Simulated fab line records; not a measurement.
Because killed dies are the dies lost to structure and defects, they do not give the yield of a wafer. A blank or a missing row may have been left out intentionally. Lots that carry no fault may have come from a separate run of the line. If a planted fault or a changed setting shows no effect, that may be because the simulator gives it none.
fab line records -- flow n5_finfet
record: lots: 10, wafers: 28, last_day: 18
route steps=1938 shown BEOL_M3@979 BEOL_M4@1111
lots untouched by any fault: they come from a run of this same line in which no faults occurred
start_h: hours from the record's opening day to when the first of the lot's shown wafers began -- wait_h: how many hours have passed since the lot's step before this one -- " identical to the entry in the row above -- L1.1+2: a single row standing in for several wafers -- - no value, or no start given -- * or withheld: withheld -- < > ~ a bound
route shown NAME@n: a module of which the file shows steps, and the number in the route of the first -- usual: mean/standard deviation taken from wafers without a fault -- same: alike in all rows -- chamber/n: place in a boat -- sites: the reading at each site -- _std_site: how widely they spread, as a standard deviation -- _edge_site: mean of outer sites minus mean of inner sites -- radius_mm: how far each site lies from the wafer's centre -- mask NAME#n: copy n -- behind: the last tool/chamber to shape the wafer -- hold: why the lot went on hold/how many hours it stayed there/how the hold came to an end -- device: names the non-switching transistor (n, p or np) -- end of line: the tests these same wafers got at the end of their route -- where a step has no rows: the recipe by itself -- killed: dies lost to structure and defects at the first sort, not the wafer's yield -- map: a wafer's dies, x killed, . not, _ none there
set.NAME: the setting as run; set.NAME@STEP: as run at that earlier step -- model.NAME: the simulator's own value behind a step, which no gauge read
one table for each step of the route and one row for each wafer, over a sample of lots
services: a tool's chamber out of use, with start hour (start_h, from the record's first day; less than 0 if before it), hours out, and reason
== steps ==
step: N5_BEOL_M3_STRIP_36
recipe: chemistry: N2/H2, power_w: 450, temp_c: 40, pressure_mtorr: 20, rf_frequency_hz: 6e+07, overash_fraction: 0.3, bias_power_w: 7, h2_frac: 0.5, n2_flow_sccm: 200, h2_flow_sccm: 200
usual: drypump_motor_current_A: 5.78/0.27, n2_flow_sccm: 200.1/0.56, oes_product_au: 0.79/0.079, rf_vpp_V: 59.2/1.4, showerhead_plenum_p_Torr: 2.56/0.081, temp_c: 39.99/0.12, throttle_valve_pct: 23.7/0.39
lot.wafer,tool,chamber,start_h,wait_h,drypump_motor_current_A,n2_flow_sccm,oes_product_au,rf_hours_counter_h,rf_vpp_V,showerhead_plenum_p_Torr,temp_c,throttle_valve_pct
L933.3,rie_diel-06,0,148.28,0.0,6.08,200.4,0.71,199,59.9,2.51,39.89,23.5
L933.4,rie_diel-06,3,148.28,0.0,5.84,199.6,0.89,43,61.4,2.47,40.12,23.0
L933.6,rie_diel-06,1,148.28,0.0,5.42,199.6,0.77,-,60.7,2.65,39.98,23.9
L934.1,rie_diel-06,3,161.25,0.0,5.83,200.2,0.87,47,60.6,2.46,40.14,23.0
L934.3,rie_diel-06,0,161.25,0.0,6.09,199.8,0.72,204,58.4,2.50,39.89,23.5
L934.5,rie_diel-06,2,161.25,0.0,5.83,200.4,0.75,-,60.1,2.54,39.75,24.0
L935.3,rie_diel-05,1,169.52,0.0,5.95,198.8,0.71,205,59.4,2.62,39.88,24.1
L935.5,rie_diel-05,1,169.52,0.0,5.94,199.7,0.71,-,60.4,2.62,39.98,24.1
L935.6,rie_diel-05,3,169.52,0.0,5.63,199.6,0.90,-,61.2,2.58,40.10,23.5
L936.1,rie_diel-06,0,175.56,0.0,6.13,200.2,0.71,208,56.8,2.50,40.00,23.5
L936.2,rie_diel-06,3,175.56,0.0,5.85,200.0,0.87,51,57.7,2.46,40.10,23.0
L936.6,rie_diel-06,3,175.56,0.0,5.87,200.6,0.87,-,59.2,2.46,39.97,23.0
L939.1,rie_diel-03,0,200.89,0.0,5.64,200.8,0.90,43,60.0,2.60,39.88,23.9
L939.2,rie_diel-03,3,200.89,0.0,5.47,199.9,0.80,122,59.6,2.47,39.74,24.0
L939.3,rie_diel-03,2,200.89,0.0,5.72,200.2,0.89,56,58.7,2.69,39.95,23.2
L948.3,rie_diel-06,0,250.40,0.0,6.11,199.8,0.70,233,57.1,2.49,39.97,23.6
L948.4,rie_diel-06,1,250.40,0.0,5.42,200.9,0.75,177,59.9,2.63,39.86,24.0
L948.6,rie_diel-06,2,250.40,0.0,5.85,200.0,0.74,-,61.0,2.53,40.00,24.1
L952.2,rie_diel-05,1,261.69,0.0,5.93,200.8,0.68,235,59.7,2.61,39.86,24.1
L952.4,rie_diel-05,0,261.69,0.0,5.61,199.4,0.91,29,57.2,2.59,39.92,23.2
L950.4,rie_diel-03,3,267.46,0.0,5.45,200.3,0.76,-,57.8,2.46,40.11,24.0
L950.5,rie_diel-03,0,267.46,0.0,5.59,200.0,0.87,-,58.6,2.59,40.23,24.0
L953.3,rie_diel-03,0,295.25,0.0,5.60,199.6,0.86,78,60.4,2.59,39.99,24.0
L953.4,rie_diel-03,1,295.25,0.0,6.36,200.8,0.71,201,59.3,2.62,39.97,23.3
L953.5,rie_diel-03,2,295.25,0.0,5.71,199.6,0.85,-,58.7,2.67,39.75,23.2
L956.2,rie_diel-05,1,299.12,0.0,5.93,200.2,0.68,243,61.9,2.61,40.01,24.2
L956.3,rie_diel-05,2,299.12,0.0,6.10,200.1,0.68,235,59.1,2.41,39.97,24.0
L956.5,rie_diel-05,2,299.12,0.0,6.08,200.5,0.69,-,57.6,2.41,39.72,24.0
step: N5_BEOL_M3_SURFACE_TREAT_85
recipe: gas: Ar, time_s: *, ion_energy_ev: *, ion_current_ma_cm2: 0.5, pressure_mtorr: *, ar_flow_sccm: 30
usual: throttle_valve_pct: *
lot.wafer,tool,chamber,start_h,wait_h,throttle_valve_pct
L933.3,pvd_sputter-02,-,149.42,0.2,*
L933.4,pvd_sputter-02,-,149.42,0.2,*
L933.6,pvd_sputter-02,-,149.42,0.2,*
L934.1,pvd_sputter-02,-,162.66,0.2,*
L934.3,pvd_sputter-02,-,162.66,0.2,*
L934.5,pvd_sputter-02,-,162.66,0.2,*
L935.3,pvd_sputter-03,-,170.57,0.1,*
L935.5,pvd_sputter-03,-,170.57,0.1,*
L935.6,pvd_sputter-03,-,170.57,0.1,*
L936.1,pvd_sputter-01,-,178.30,1.4,*
L936.2,pvd_sputter-01,-,178.30,1.4,*
L936.6,pvd_sputter-01,-,178.30,1.4,*
L939.1,pvd_sputter-03,-,203.35,0.2,*
L939.2,pvd_sputter-03,-,203.35,0.2,*
L939.3,pvd_sputter-03,-,203.35,0.2,*
L948.3,pvd_sputter-02,-,251.24,0.1,*
L948.4,pvd_sputter-02,-,251.24,0.1,*
L948.6,pvd_sputter-02,-,251.24,0.1,*
L952.2,pvd_sputter-01,-,262.68,0.1,*
L952.4,pvd_sputter-01,-,262.68,0.1,*
L950.4,pvd_sputter-03,-,268.68,0.2,*
L950.5,pvd_sputter-03,-,268.68,0.2,*
L953.3,pvd_sputter-02,-,296.15,0.2,*
L953.4,pvd_sputter-02,-,296.15,0.2,*
L953.5,pvd_sputter-02,-,296.15,0.2,*
L956.2,pvd_sputter-01,-,299.89,0.1,*
L956.3,pvd_sputter-01,-,299.89,0.1,*
L956.5,pvd_sputter-01,-,299.89,0.1,*
step: N5_BEOL_M3_CVD_47
recipe: material: Co, target_thk_a: 30, temp_c: withheld, precursor: CCTBA/H2, pressure_torr: 30, time_s: 223.8
usual: run_length_s: 246.7/0.52
lot.wafer,tool,chamber,start_h,wait_h,run_length_s
L933.3,cvd_co-01,2,149.62,0.2,247.5
L933.4,cvd_co-01,0,149.62,0.2,246.5
L933.6,cvd_co-01,2,149.62,0.2,246.8
L934.1,cvd_co-01,1,162.74,0.1,247.1
L934.3,cvd_co-01,0,162.74,0.1,247.0
L934.5,cvd_co-01,2,162.74,0.1,247.2
L935.3,cvd_co-02,1,170.80,0.2,246.6
L935.5,cvd_co-02,0,170.80,0.2,247.0
L935.6,cvd_co-02,1,170.80,0.2,246.7
L936.1,cvd_co-02,1,178.36,0.0,247.0
L936.2,cvd_co-02,0,178.36,0.0,246.9
L936.6,cvd_co-02,0,178.36,0.0,247.1
L939.1,cvd_co-02,1,203.41,0.0,246.6
L939.2,cvd_co-02,0,203.41,0.0,247.2
L939.3,cvd_co-02,2,203.41,0.0,246.1
L948.3,cvd_co-02,1,251.30,0.0,246.6
L948.4,cvd_co-02,1,251.30,0.0,246.9
L948.6,cvd_co-02,2,251.30,0.0,246.1
L952.2,cvd_co-01,1,262.75,0.1,247.2
L952.4,cvd_co-01,2,262.75,0.1,149.3
L950.4,cvd_co-01,2,268.83,0.1,149.9
L950.5,cvd_co-01,1,268.83,0.1,246.8
L953.3,cvd_co-02,1,296.21,0.0,246.9
L953.4,cvd_co-02,0,296.21,0.0,247.1
L953.5,cvd_co-02,1,296.21,0.0,246.6
L956.2,cvd_co-02,1,300.07,0.2,246.5
L956.3,cvd_co-02,0,300.07,0.2,247.9
L956.5,cvd_co-02,1,300.07,0.2,246.5
step: N5_BEOL_M3_ANNEAL_87
recipe: temp_c: 400, time_s: 240, ambient: vacuum
usual: heater_power_w: 824/85, susceptor_temp_C: 400.00/0.24, susceptor_temp_C_max: 400.9/0.39
lot.wafer,tool,chamber,start_h,wait_h,heater_power_w,susceptor_temp_C,susceptor_temp_C_max
L933.3,pvd_sputter-01,-,151.38,0.0,762,400.08,400.8
L933.4,pvd_sputter-01,-,151.38,0.0,840,399.89,401.2
L933.6,pvd_sputter-01,-,151.38,0.0,850,400.43,402.2
L934.1,pvd_sputter-02,-,163.64,0.0,797,400.08,400.9
L934.3,pvd_sputter-02,-,163.64,0.0,697,400.01,400.6
L934.5,pvd_sputter-02,-,163.64,0.0,786,399.55,400.4
L935.3,pvd_sputter-03,-,173.29,0.0,757,399.91,400.8
L935.5,pvd_sputter-03,-,173.29,0.0,793,400.47,401.2
L935.6,pvd_sputter-03,-,173.29,0.0,999,400.16,402.2
L936.1,pvd_sputter-01,-,179.28,0.0,775,399.53,400.3
L936.2,pvd_sputter-01,-,179.28,0.0,794,399.93,400.4
L936.6,pvd_sputter-01,-,179.28,0.0,751,399.59,400.5
L939.1,pvd_sputter-02,-,204.32,0.0,781,400.40,401.4
L939.2,pvd_sputter-02,-,204.32,0.0,718,400.05,400.9
L939.3,pvd_sputter-02,-,204.32,0.0,853,399.96,400.9
L948.3,pvd_sputter-03,-,252.32,0.0,894,400.25,401.1
L948.4,pvd_sputter-03,-,252.32,0.0,1020,400.46,401.8
L948.6,pvd_sputter-03,-,252.32,0.0,767,400.23,401.2
L952.2,pvd_sputter-03,-,263.66,0.0,753,400.09,401.0
L952.4,pvd_sputter-03,-,263.66,0.0,762,400.22,401.0
L950.4,pvd_sputter-03,-,269.67,0.0,1010,399.98,401.5
L950.5,pvd_sputter-03,-,269.67,0.0,1031,399.93,401.3
L953.3,pvd_sputter-01,-,297.12,0.0,763,400.32,401.0
L953.4,pvd_sputter-01,-,297.12,0.0,787,399.89,400.3
L953.5,pvd_sputter-01,-,297.12,0.0,894,400.06,400.8
L956.2,pvd_sputter-02,-,302.18,0.0,846,399.93,400.8
L956.3,pvd_sputter-02,-,302.18,0.0,684,399.57,400.4
L956.5,pvd_sputter-02,-,302.18,0.0,790,400.17,400.9
step: N5_BEOL_M4_RC_MEAS_101
usual: DIBL_N: 36.0/2, DIBL_P: 36.2/2.2, IOFF_N: 0.16/0.034, IOFF_P: 0.21/0.04, ION_N: 675/12, ION_P: 463/7.2, SS_N: 71.6/0.6, SS_P: 73.3/0.67, VT_N: 250/3, VT_P: -251/3.4
lot.wafer,tool,chamber,start_h,wait_h,DIBL_N[mV/V],DIBL_P[mV/V],IOFF_N[nA/um],IOFF_P[nA/um],ION_N[uA/um],ION_P[uA/um],SS_N[mV/dec],SS_P[mV/dec],VT_N[mV],VT_P[mV]
L933.3,prober-02,0,169.71,0.3,37.7,36.6,0.17,0.21,670,452,72.3,74.3,251,-252
L933.4,prober-02,0,169.71,0.3,35.6,34.6,0.12,0.18,662,457,72.2,73.1,253,-255
L933.6,prober-02,0,169.71,0.3,35.6,34.4,0.14,0.18,650,451,71.8,73.6,250,-256
L934.1,prober-01,0,178.60,0.0,38.6,39.1,0.22,0.26,692,468,71.6,73.7,248,-250
L934.3,prober-01,0,178.60,0.0,37.0,37.7,0.19,0.24,684,467,71.2,73.8,246,-248
L934.5,prober-01,0,178.60,0.0,36.2,36.8,0.18,0.22,683,464,71.8,73.9,245,-250
L935.3,prober-02,0,188.79,0.3,33.9,35.7,0.13,0.18,667,460,71.1,73.1,251,-252
L935.5,prober-02,0,188.79,0.3,35.8,37.6,0.15,0.19,680,460,71.4,73.6,248,-253
L935.6,prober-02,0,188.79,0.3,33.0,34.6,0.11,0.16,648,445,71.1,72.9,255,-255
L936.1,prober-02,0,193.11,0.0,36.7,38.3,0.18,0.23,680,465,71.9,72.7,249,-249
L936.2,prober-02,0,193.11,0.0,34.7,36.3,0.15,0.20,669,461,71.4,72.7,251,-252
L936.6,prober-02,0,193.11,0.0,35.8,37.5,0.16,0.21,669,460,71.4,72.5,248,-252
L939.1,prober-02,0,217.79,0.0,35.0,36.6,0.15,0.19,669,457,71.6,72.8,250,-255
L939.2,prober-02,0,217.79,0.0,35.8,36.6,0.16,0.18,675,455,72.2,73.2,249,-254
L939.3,prober-02,0,217.79,0.0,33.0,33.8,0.13,0.15,671,454,70.9,72.9,252,-257
L948.3,prober-01,0,268.27,0.3,35.6,35.2,0.16,0.23,679,463,71.4,73.3,251,-246
L948.4,prober-01,0,268.27,0.3,39.0,39.3,0.24,0.31,697,477,72.2,74.0,246,-245
L948.6,prober-01,0,268.27,0.3,35.0,34.8,0.16,0.22,673,461,71.5,73.1,249,-247
L952.2,prober-02,0,275.28,0.2,35.3,36.7,0.16,0.24,681,470,71.8,73.5,248,-247
L952.4,prober-02,0,275.28,0.2,39.6,39.8,0.24,0.31,696,475,73.1,74.0,248,-246
L950.4,prober-02,0,280.18,0.5,35.0,35.1,0.13,0.19,669,453,71.7,73.5,253,-253
L950.5,prober-02,0,280.18,0.5,33.0,33.5,0.11,0.17,653,459,70.2,72.1,256,-252
L953.3,prober-02,0,309.24,0.3,38.0,38.2,0.18,0.23,675,462,71.4,74.1,250,-248
L953.4,prober-02,0,309.24,0.3,38.9,39.1,0.20,0.27,683,470,72.0,74.2,248,-247
L953.5,prober-02,0,309.24,0.3,38.2,38.4,0.18,0.23,682,469,72.5,74.7,248,-247
L956.2,prober-01,0,317.14,0.2,34.0,33.6,0.12,0.18,669,459,71.1,73.0,253,-252
L956.3,prober-01,0,317.14,0.2,35.2,34.5,0.14,0.19,666,456,71.7,73.5,252,-254
L956.5,prober-01,0,317.14,0.2,35.9,34.8,0.15,0.19,673,456,71.7,72.7,250,-253
== services ==
tool,chamber,start_h,hours,kind
rie_diel-05,0,154.46,-,clean
rie_diel-05,0,154.46,-,consumable_replace:focus_ring
rie_diel-05,0,154.46,21.4,scheduled_down
rie_diel-05,0,154.46,21.4,vent_cycle
rie_diel-03,-,157.42,0.6,repair
rie_diel-03,3,181.91,13.3,repair
rie_diel-05,3,199.25,6.7,repair
rie_diel-05,-,215.61,0.7,repair
cvd_co-01,2,231.13,12.4,repair
rie_diel-05,3,239.24,9.6,repair
rie_diel-06,2,252.13,10.8,repair
rie_diel-06,0,256.55,7.3,repair
rie_diel-06,1,257.61,3.4,repair
rie_diel-03,1,264.32,8.9,repair
rie_diel-05,-,264.84,14.6,pm
pvd_sputter-01,-,272.12,7.8,repair
rie_diel-06,3,291.33,1.9,repair
== key ==
first_sign: step: N5_BEOL_M3_CVD_47, reading: run_length_s, direction: down, sigmas: 99+, usual: *, struck: *
effect none on later readings
met_at N5_BEOL_M3_CVD_47
struck_lots L950,L952
struck_wafers L950.4,L952.4
not_acting_at N5_BEOL_M3_STRIP_36,N5_BEOL_M3_SURFACE_TREAT_85,N5_BEOL_M3_ANNEAL_87
onset_between 162.74 262.75
fault: kind: process_parameter_drift, tool: cvd_co-01, chamber: -, onset_h: 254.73, steps: N5_BEOL_M3_CVD_47, channel: time_s, offset: *, shape: step, end_h: 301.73, scope: struck_wafers_only, acts_in: *, stated: *
